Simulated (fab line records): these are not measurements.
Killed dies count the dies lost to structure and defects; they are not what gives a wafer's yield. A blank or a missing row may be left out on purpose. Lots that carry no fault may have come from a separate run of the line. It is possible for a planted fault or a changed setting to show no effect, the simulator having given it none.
Which tool was responsible? + flow n5Finfet + 19 lots, 57 wafers sampled, at 6 steps of a route of 1938

== WHAT THE GAUGES SHOWED, per wafer ==
N5_SD_EPI_N_CD_MEAS_09: target cd 120 nm. Usual: cdNm at 119.8 nm, with a standard deviation of 0.62.
| lot  | measured    | on       | cdNm (nm)         | flag |
|------|-------------|----------|-------------------|------|
| L074 | day 3 01:29 | cdSem-01 | 119.6 120.9 120.9 |      |
| L075 | day 3 06:31 | cdSem-02 | 120.8 119.3 119.6 |      |
| L076 | day 3 13:11 | cdSem-02 | 119.8 119.6 120.2 |      |
| L077 | day 3 19:58 | cdSem-02 | 118.9 119.2 120.6 |      |
| L079 | day 4 07:10 | cdSem-03 | 120.0 119.8 120.7 |      |
| L080 | day 4 14:04 | cdSem-01 | 120.4 118.7 118.8 |      |
| L081 | day 4 17:09 | cdSem-02 | 119.5 118.6 119.7 |      |
| L082 | day 5 02:29 | cdSem-01 | 119.7 120.7 119.8 |      |
| L083 | day 5 08:57 | cdSem-02 | 118.7 119.9 119.5 |      |
| L087 | day 6 07:08 | cdSem-01 | 120.2 118.3 119.3 |      |
| L088 | day 6 11:12 | cdSem-01 | 120.4 121.1 121.2 |      |
| L089 | day 6 16:53 | cdSem-03 | 119.7 118.7 118.4 |      |
| L090 | day 6 22:56 | cdSem-02 | 119.6 119.6 120.5 |      |
| L092 | day 7 13:17 | cdSem-02 | 120.9 119.1 119.7 |      |
| L093 | day 7 19:55 | cdSem-01 | 119.9 120.3 119.9 |      |
| L094 | day 8 01:31 | cdSem-01 | 119.8 119.9 120.3 |      |
| L095 | day 8 05:40 | cdSem-02 | 118.9 120.6 120.3 |      |
| L096 | day 8 17:32 | cdSem-02 | 120.0 121.0 121.1 |      |
| L097 | day 8 19:14 | cdSem-03 | 119.9 120.0 119.9 |      |

== WHAT TOOL EACH LOT RAN ON (gives the tool, then ch and the chambers of the sampled wafers, and finally the start) ==
| lot  | N5_STI_FIN_REVEAL_DENSIFY_30   | N5_DUMMY_GATE_DESCUM_20          | N5_DUMMY_GATE_ETCH_36            | N5_DUMMY_GATE_ETCH_37            | N5_DUMMY_GATE_HM_OPEN_21         |
|------|--------------------------------|----------------------------------|----------------------------------|----------------------------------|----------------------------------|
| L074 | rtpAnneal-01 ch 0, day 2 11:11 | rieDiel-02 ch 1,3, day 2 23:05   | rieDiel-02 ch 1,3, day 2 23:12   | rieDiel-02 ch 1,3, day 2 23:14   | rieDiel-02 ch 2,3, day 2 23:36   |
| L075 | rtpAnneal-02 ch 0, day 2 16:17 | rieDiel-06 ch 2,3, day 3 04:22   | rieDiel-06 ch 2,3, day 3 04:28   | rieDiel-06 ch 2,3, day 3 04:30   | rieDiel-02 ch 0,1,2, day 3 04:52 |
| L076 | rtpAnneal-02 ch 0, day 2 23:03 | rieDiel-04 ch 1,2,3, day 3 11:01 | rieDiel-04 ch 1,2,3, day 3 11:08 | rieDiel-04 ch 1,2,3, day 3 11:10 | rieDiel-04 ch 1,2,3, day 3 11:32 |
| L077 | rtpAnneal-01 ch 0, day 3 05:26 | rieDiel-02 ch 0,2,3, day 3 17:31 | rieDiel-02 ch 0,2,3, day 3 17:37 | rieDiel-02 ch 0,2,3, day 3 17:39 | rieDiel-06 ch 1,3, day 3 18:20   |
| L079 | rtpAnneal-01 ch 0, day 3 16:37 | rieDiel-06 ch 0,1,2, day 4 04:39 | rieDiel-06 ch 0,1,2, day 4 04:45 | rieDiel-06 ch 0,1,2, day 4 04:47 | rieDiel-04 ch 0,1,3, day 4 05:13 |
| L080 | rtpAnneal-02 ch 0, day 3 21:40 | rieDiel-04 ch 0,1,3, day 4 11:50 | rieDiel-04 ch 0,1,3, day 4 11:56 | rieDiel-04 ch 0,1,3, day 4 11:59 | rieDiel-02 ch 0,2,3, day 4 12:20 |
| L081 | rtpAnneal-01 ch 0, day 4 02:51 | rieDiel-04 ch 0,3, day 4 14:44   | rieDiel-04 ch 0,3, day 4 14:51   | rieDiel-04 ch 0,3, day 4 14:53   | rieDiel-06 ch 1,3, day 4 15:30   |
| L082 | rtpAnneal-02 ch 0, day 4 11:53 | rieDiel-02 ch 1,3, day 4 23:59   | rieDiel-02 ch 1,3, day 5 00:05   | rieDiel-02 ch 1,3, day 5 00:07   | rieDiel-04 ch 0,1, day 5 00:40   |
| L083 | rtpAnneal-02 ch 0, day 4 17:39 | rieDiel-04 ch 0,2,3, day 5 06:49 | rieDiel-04 ch 0,2,3, day 5 06:56 | rieDiel-04 ch 0,2,3, day 5 06:58 | rieDiel-06 ch 1,3, day 5 07:20   |
| L087 | rtpAnneal-01 ch 0, day 5 16:25 | rieDiel-02 ch 0,2, day 6 04:13   | rieDiel-02 ch 0,2, day 6 04:20   | rieDiel-02 ch 0,2, day 6 04:22   | rieDiel-04 ch 0,1,2, day 6 05:20 |
| L088 | rtpAnneal-02 ch 0, day 5 20:33 | rieDiel-06 ch 1,2, day 6 09:02   | rieDiel-06 ch 1,2, day 6 09:08   | rieDiel-06 ch 1,2, day 6 09:11   | rieDiel-06 ch 2,3, day 6 09:33   |
| L089 | rtpAnneal-01 ch 0, day 6 02:44 | rieDiel-02 ch 1,2,3, day 6 14:44 | rieDiel-02 ch 1,2,3, day 6 14:50 | rieDiel-02 ch 1,2,3, day 6 14:53 | rieDiel-04 ch 0,1,2, day 6 15:14 |
| L090 | rtpAnneal-02 ch 0, day 6 08:43 | rieDiel-04 ch 0,2,3, day 6 20:55 | rieDiel-04 ch 0,2,3, day 6 21:01 | rieDiel-04 ch 0,2,3, day 6 21:03 | rieDiel-02 ch 1,3, day 6 21:25   |
| L092 | rtpAnneal-02 ch 0, day 6 22:44 | rieDiel-06 ch 0,1,3, day 7 10:35 | rieDiel-06 ch 0,1,3, day 7 10:41 | rieDiel-06 ch 0,1,3, day 7 10:43 | rieDiel-06 ch 0,1,3, day 7 11:25 |
| L093 | rtpAnneal-02 ch 0, day 7 05:07 | rieDiel-04 ch 0,1,2, day 7 17:44 | rieDiel-04 ch 0,1,2, day 7 17:51 | rieDiel-04 ch 0,1,2, day 7 17:53 | rieDiel-06 ch 2,3, day 7 18:15   |
| L094 | rtpAnneal-01 ch 0, day 7 10:00 | rieDiel-06 ch 0,3, day 7 23:11   | rieDiel-06 ch 0,3, day 7 23:18   | rieDiel-06 ch 0,3, day 7 23:20   | rieDiel-04 ch 0,3, day 7 23:42   |
| L095 | rtpAnneal-02 ch 0, day 7 14:56 | rieDiel-02 ch 0,2,3, day 8 03:22 | rieDiel-02 ch 0,2,3, day 8 03:28 | rieDiel-02 ch 0,2,3, day 8 03:31 | rieDiel-06 ch 0,1,2, day 8 04:02 |
| L096 | rtpAnneal-01 ch 0, day 7 22:03 | rieDiel-02 ch 0,2,3, day 8 15:22 | rieDiel-02 ch 0,2,3, day 8 15:29 | rieDiel-02 ch 0,2,3, day 8 15:31 | rieDiel-06 ch 0,1,2, day 8 15:53 |
| L097 | rtpAnneal-01 ch 0, day 8 04:55 | rieDiel-02 ch 0,2, day 8 17:03   | rieDiel-02 ch 0,2, day 8 17:09   | rieDiel-02 ch 0,2, day 8 17:11   | rieDiel-04 ch 0,1,3, day 8 17:34 |
- N5_STI_FIN_REVEAL_DENSIFY_30
- N5_DUMMY_GATE_DESCUM_20: chemistry O2, time 6.2 s.
- N5_DUMMY_GATE_ETCH_36: etches SiARC in CF4, target depth 13 nm.
- N5_DUMMY_GATE_ETCH_37: etches SOC in N2/H2, target depth 60 nm, overetch 30 nm.
- N5_DUMMY_GATE_HM_OPEN_21: chemistry CH3F/O2, target SiNx, target depth 120 nm, time 171.4 s.

== AS READ BY THE TOOLS THEMSELVES (means over the sampled wafers that have a number; for cases with no such wafer, the mark the record gives instead) ==
N5_STI_FIN_REVEAL_DENSIFY_30. Usual: lampPowerPct 11.53 %, standard deviation 0.057; lamp_zone_7_pct 11.963 %, standard deviation 0.018.
| lot  | tool         | lampPowerPct (%) | lamp_zone_7_pct (%) | flag |
|------|--------------|------------------|---------------------|------|
| L074 | rtpAnneal-01 | 11.54            | 11.949              |      |
| L075 | rtpAnneal-02 | 11.52            | 11.958              |      |
| L076 | rtpAnneal-02 | 11.55            | 11.963              |      |
| L077 | rtpAnneal-01 | 11.49            | 11.950              |      |
| L079 | rtpAnneal-01 | 11.54            | 11.974              |      |
| L080 | rtpAnneal-02 | 11.53            | 11.973              |      |
| L081 | rtpAnneal-01 | 11.55            | 11.954              |      |
| L082 | rtpAnneal-02 | 11.54            | 11.956              |      |
| L083 | rtpAnneal-02 | 11.53            | 11.967              |      |
| L087 | rtpAnneal-01 | 11.55            | 11.959              |      |
| L088 | rtpAnneal-02 | 11.51            | 11.955              |      |
| L089 | rtpAnneal-01 | 11.54            | 11.968              |      |
| L090 | rtpAnneal-02 | 11.54            | 11.955              |      |
| L092 | rtpAnneal-02 | 11.53            | 11.955              |      |
| L093 | rtpAnneal-02 | 11.45            | 11.970              |      |
| L094 | rtpAnneal-01 | 11.43            | 11.980              |      |
| L095 | rtpAnneal-02 | 11.54            | 11.954              |      |
| L096 | rtpAnneal-01 | 11.53            | 11.976              |      |
| L097 | rtpAnneal-01 | 11.51            | 11.947              |      |

N5_DUMMY_GATE_DESCUM_20. Usual: drypumpMotorCurrentA 5.9 A, standard deviation 0.62; oesProductAu 0.82 a.u., standard deviation 0.08; rfFwdPowerW 49.67 W, standard deviation 0.2; rfVppV 243.1 V, standard deviation 1.4; showerheadPlenumPTorr 2.09 Torr, standard deviation 0.061; throttleValvePct 20.40 %, standard deviation 0.22.
| lot  | tool       | drypumpMotorCurrentA (A) | oesProductAu (a.u.) | rfFwdPowerW (W) | rfVppV (V) | showerheadPlenumPTorr (Torr) | throttleValvePct (%) | flag |
|------|------------|--------------------------|---------------------|-----------------|------------|------------------------------|----------------------|------|
| L074 | rieDiel-02 | 6.5                      | 0.80                | 49.64           | 244.4      | 2.14                         | 20.25                |      |
| L075 | rieDiel-06 | 5.2                      | 0.78                | 49.64           | 242.3      | 2.07                         | 20.40                |      |
| L076 | rieDiel-04 | 5.3                      | 0.85                | 49.85           | 242.8      | 2.06                         | 20.45                |      |
| L077 | rieDiel-02 | 6.2                      | 0.87                | 49.63           | 242.6      | 2.07                         | 20.40                |      |
| L079 | rieDiel-06 | 6.1                      | 0.74                | 49.65           | 243.4      | 2.11                         | 20.62                |      |
| L080 | rieDiel-04 | 5.6                      | 0.91                | 49.66           | 242.4      | 2.08                         | 20.39                |      |
| L081 | rieDiel-04 | 5.7                      | 0.87                | 49.69           | 241.6      | 2.04                         | 20.41                |      |
| L082 | rieDiel-02 | 6.7                      | 0.81                | 49.51           | 242.9      | 2.09                         | 20.52                |      |
| L083 | rieDiel-04 | 5.6                      | 0.83                | 49.69           | 241.3      | 2.03                         | 20.39                |      |
| L087 | rieDiel-02 | 6.2                      | 0.85                | 49.75           | 242.6      | 2.07                         | 20.27                |      |
| L088 | rieDiel-06 | 5.9                      | 0.73                | 49.55           | 244.3      | 2.11                         | 20.62                |      |
| L089 | rieDiel-02 | 6.6                      | 0.80                | 49.64           | 242.9      | 2.08                         | 20.38                |      |
| L090 | rieDiel-04 | 5.6                      | 0.82                | 49.62           | 241.2      | 2.03                         | 20.41                |      |
| L092 | rieDiel-06 | 5.8                      | 0.80                | 49.60           | 244.5      | 2.14                         | 20.49                |      |
| L093 | rieDiel-04 | 5.4                      | 0.84                | 49.69           | 242.7      | 2.06                         | 20.39                |      |
| L094 | rieDiel-06 | 6.0                      | 0.88                | 49.58           | 243.1      | 2.13                         | 20.35                |      |
| L095 | rieDiel-02 | 6.2                      | 0.83                | 49.91           | 243.2      | 2.06                         | 20.44                |      |
| L096 | rieDiel-02 | 6.3                      | 0.83                | 49.76           | 243.0      | 2.06                         | 20.45                |      |
| L097 | rieDiel-02 | 5.7                      | 0.85                | 49.77           | 243.8      | 2.09                         | 20.25                |      |

N5_DUMMY_GATE_ETCH_36. Usual: for biasW, 35.97 W with a standard deviation of 0.11; for drypumpMotorCurrentA, 5.9 A with a standard deviation of 0.62; for oesProductAu, 0.82 a.u. with a standard deviation of 0.083; for rfFwdPowerW, 539.6 W with a standard deviation of 2.7; for rfVppV, 184.0 V with a standard deviation of 1.1; for showerheadPlenumPTorr, 2.13 Torr with a standard deviation of 0.058; for throttleValvePct, 15.57 % with a standard deviation of 0.22.
| lot  | tool       | biasW (W) | drypumpMotorCurrentA (A) | oesProductAu (a.u.) | rfFwdPowerW (W) | rfVppV (V) | showerheadPlenumPTorr (Torr) | throttleValvePct (%) | flag |
|------|------------|-----------|--------------------------|---------------------|-----------------|------------|------------------------------|----------------------|------|
| L074 | rieDiel-02 | 36.03     | 6.5                      | 0.82                | 536.6           | 184.5      | 2.18                         | 15.46                |      |
| L075 | rieDiel-06 | 35.99     | 5.2                      | 0.78                | 534.4           | 183.5      | 2.13                         | 15.65                |      |
| L076 | rieDiel-04 | 35.99     | 5.3                      | 0.85                | 540.9           | 184.2      | 2.10                         | 15.60                |      |
| L077 | rieDiel-02 | 35.88     | 6.2                      | 0.88                | 541.0           | 183.7      | 2.12                         | 15.49                |      |
| L079 | rieDiel-06 | 35.91     | 6.1                      | 0.75                | 539.8           | 184.1      | 2.16                         | 15.81                |      |
| L080 | rieDiel-04 | 35.95     | 5.6                      | 0.93                | 539.7           | 183.3      | 2.13                         | 15.54                |      |
| L081 | rieDiel-04 | 35.88     | 5.7                      | 0.88                | 540.3           | 182.9      | 2.10                         | 15.61                |      |
| L082 | rieDiel-02 | 36.05     | 6.7                      | 0.82                | 538.1           | 184.4      | 2.14                         | 15.68                |      |
| L083 | rieDiel-04 | 35.99     | 5.6                      | 0.83                | 540.9           | 183.9      | 2.08                         | 15.61                |      |
| L087 | rieDiel-02 | 36.05     | 6.1                      | 0.85                | 539.2           | 183.8      | 2.11                         | 15.35                |      |
| L088 | rieDiel-06 | 36.01     | 5.9                      | 0.74                | 539.5           | 184.8      | 2.16                         | 15.84                |      |
| L089 | rieDiel-02 | 35.83     | 6.6                      | 0.81                | 539.4           | 183.6      | 2.13                         | 15.53                |      |
| L090 | rieDiel-04 | 36.05     | 5.6                      | 0.82                | 540.5           | 183.4      | 2.08                         | 15.62                |      |
| L092 | rieDiel-06 | 35.94     | 5.8                      | 0.80                | 538.8           | 184.4      | 2.18                         | 15.67                |      |
| L093 | rieDiel-04 | 36.04     | 5.4                      | 0.85                | 541.3           | 182.9      | 2.11                         | 15.58                |      |
| L094 | rieDiel-06 | 35.93     | 6.0                      | 0.87                | 538.8           | 183.6      | 2.17                         | 15.47                |      |
| L095 | rieDiel-02 | 35.98     | 6.2                      | 0.82                | 542.2           | 183.9      | 2.11                         | 15.54                |      |
| L096 | rieDiel-02 | 35.91     | 6.2                      | 0.82                | 541.1           | 184.1      | 2.11                         | 15.55                |      |
| L097 | rieDiel-02 | 36.03     | 5.8                      | 0.85                | 539.1           | 184.3      | 2.13                         | 15.36                |      |

N5_DUMMY_GATE_ETCH_37. Usual: for biasW, 150.0 W with a standard deviation of 0.47; for drypumpMotorCurrentA, 5.9 A with a standard deviation of 0.62; for oesProductAu, 0.65 a.u. with a standard deviation of 0.06; for rfFwdPowerW, 832 W with a standard deviation of 3.8; for rfVppV, 523.7 V with a standard deviation of 2.2; for showerheadPlenumPTorr, 2.54 Torr with a standard deviation of 0.081; for throttleValvePct, 17.82 % with a standard deviation of 0.24.
| lot  | tool       | biasW (W) | drypumpMotorCurrentA (A) | oesProductAu (a.u.) | rfFwdPowerW (W) | rfVppV (V) | showerheadPlenumPTorr (Torr) | throttleValvePct (%) | flag |
|------|------------|-----------|--------------------------|---------------------|-----------------|------------|------------------------------|----------------------|------|
| L074 | rieDiel-02 | 150.0     | 6.5                      | 0.63                | 828             | 526.0      | 2.62                         | 17.80                |      |
| L075 | rieDiel-06 | 149.8     | 5.2                      | 0.63                | 828             | 522.3      | 2.53                         | 17.85                |      |
| L076 | rieDiel-04 | 150.2     | 5.3                      | 0.67                | 836             | 522.3      | 2.49                         | 17.73                |      |
| L077 | rieDiel-02 | 150.6     | 6.2                      | 0.70                | 832             | 523.1      | 2.53                         | 17.83                |      |
| L079 | rieDiel-06 | 149.9     | 6.1                      | 0.59                | 832             | 524.8      | 2.57                         | 18.08                |      |
| L080 | rieDiel-04 | 150.5     | 5.6                      | 0.73                | 833             | 523.7      | 2.51                         | 17.73                |      |
| L081 | rieDiel-04 | 149.8     | 5.7                      | 0.69                | 833             | 523.1      | 2.47                         | 17.76                |      |
| L082 | rieDiel-02 | 149.9     | 6.7                      | 0.64                | 834             | 522.6      | 2.55                         | 18.06                |      |
| L083 | rieDiel-04 | 149.9     | 5.6                      | 0.67                | 831             | 521.0      | 2.45                         | 17.69                |      |
| L087 | rieDiel-02 | 149.9     | 6.1                      | 0.68                | 833             | 523.2      | 2.52                         | 17.64                |      |
| L088 | rieDiel-06 | 149.5     | 5.9                      | 0.59                | 833             | 524.4      | 2.58                         | 18.10                |      |
| L089 | rieDiel-02 | 150.3     | 6.6                      | 0.64                | 832             | 523.8      | 2.54                         | 17.85                |      |
| L090 | rieDiel-04 | 149.8     | 5.6                      | 0.65                | 832             | 521.8      | 2.45                         | 17.70                |      |
| L092 | rieDiel-06 | 150.0     | 5.8                      | 0.64                | 831             | 525.1      | 2.60                         | 17.93                |      |
| L093 | rieDiel-04 | 150.2     | 5.4                      | 0.67                | 831             | 522.7      | 2.49                         | 17.69                |      |
| L094 | rieDiel-06 | 150.9     | 6.0                      | 0.68                | 829             | 524.6      | 2.58                         | 17.76                |      |
| L095 | rieDiel-02 | 150.2     | 6.2                      | 0.66                | 833             | 522.4      | 2.51                         | 17.89                |      |
| L096 | rieDiel-02 | 150.1     | 6.2                      | 0.66                | 835             | 522.7      | 2.51                         | 17.89                |      |
| L097 | rieDiel-02 | 150.2     | 5.8                      | 0.68                | 834             | 523.7      | 2.55                         | 17.69                |      |

N5_DUMMY_GATE_HM_OPEN_21. Usual: biasW 73.01 W, standard deviation 0.21; drypumpMotorCurrentA 5.8 A, standard deviation 0.58; oes_o_777_au 0.82 a.u., standard deviation 0.089; oesProductAu 0.82 a.u., standard deviation 0.09; rfFwdPowerW 393.7 W, standard deviation 1.2; rfVppV 299 V, standard deviation 5.7; showerheadPlenumPTorr 2.01 Torr, standard deviation 0.059; throttleValvePct 16.44 %, standard deviation 0.2.
| lot  | tool       | biasW (W) | drypumpMotorCurrentA (A) | oes_o_777_au (a.u.) | oesProductAu (a.u.) | rfFwdPowerW (W) | rfVppV (V) | showerheadPlenumPTorr (Torr) | throttleValvePct (%) | flag |
|------|------------|-----------|--------------------------|---------------------|---------------------|-----------------|------------|------------------------------|----------------------|------|
| L074 | rieDiel-02 | 72.70     | 6.6                      | 0.85                | 0.85                | 394.2           | 295        | 1.98                         | 16.41                |      |
| L075 | rieDiel-02 | 73.19     | 6.1                      | 0.86                | 0.86                | 392.8           | 300        | 2.04                         | 16.15                |      |
| L076 | rieDiel-04 | 73.00     | 5.3                      | 0.84                | 0.84                | 394.7           | 298        | 1.98                         | 16.45                |      |
| L077 | rieDiel-06 | 73.14     | 5.6                      | 0.74                | 0.74                | 393.7           | 302        | 2.07                         | 16.63                |      |
| L079 | rieDiel-04 | 72.97     | 5.6                      | 0.93                | 0.93                | 394.3           | 300        | 2.00                         | 16.38                |      |
| L080 | rieDiel-02 | 73.08     | 6.2                      | 0.87                | 0.87                | 393.5           | 299        | 2.00                         | 16.37                |      |
| L081 | rieDiel-06 | 73.04     | 5.6                      | 0.74                | 0.73                | 392.3           | 301        | 2.07                         | 16.65                |      |
| L082 | rieDiel-04 | 73.26     | 5.7                      | 0.96                | 0.98                | 393.5           | 303        | 2.02                         | 16.33                |      |
| L083 | rieDiel-06 | 72.93     | 5.7                      | 0.73                | 0.73                | 393.5           | 302        | 2.07                         | 16.66                |      |
| L087 | rieDiel-04 | 73.10     | 5.4                      | 0.86                | 0.86                | 394.1           | 301        | 1.99                         | 16.40                |      |
| L088 | rieDiel-06 | 73.33     | 5.2                      | 0.75                | 0.76                | 393.0           | 300        | 2.00                         | 16.54                |      |
| L089 | rieDiel-04 | 72.93     | 5.4                      | 0.85                | 0.86                | 393.9           | 300        | 1.99                         | 16.40                |      |
| L090 | rieDiel-02 | 72.93     | 6.7                      | 0.82                | 0.80                | 394.0           | 304        | 2.01                         | 16.55                |      |
| L092 | rieDiel-06 | 73.14     | 5.8                      | 0.80                | 0.80                | 393.7           | 301        | 2.06                         | 16.51                |      |
| L093 | rieDiel-06 | 72.96     | 5.4                      | 0.77                | 0.76                | 392.7           | 295        | 1.96                         | 16.55                |      |
| L094 | rieDiel-04 | 72.97     | 5.7                      | 0.83                | 0.84                | 393.3           | 298        | 1.96                         | 16.48                |      |
| L095 | rieDiel-06 | 73.12     | 6.1                      | 0.82                | 0.80                | 393.6           | 295        | 2.02                         | 16.50                |      |
| L096 | rieDiel-06 | 72.97     | 6.1                      | 0.81                | 0.80                | 393.1           | 295        | 2.02                         | 16.50                |      |
| L097 | rieDiel-04 | 73.19     | 5.6                      | 0.86                | 0.86                | 394.8           | 300        | 1.99                         | 16.45                |      |

== THE ANSWER, worked out from the rows above alone ==
Rule: take the mean of a lot's wafers that have a number; if it is more than 3 standard deviations from the usual mean, the lot is off. A lot without any number at a reading at which 4 lots or more have one is off too. All remaining lots with rows at the step are treated as sound. Order of review: gauges by route order, followed by the tools' own readings, for which a lot's mean as printed above is used. The first step at which some lot is off is used, and at that step the reading that is off furthest; a lot without a number counts as furthest.
None of the lots is off at any reading shown; this tells nothing.

== WHAT THE SIMULATOR PUT IN ==
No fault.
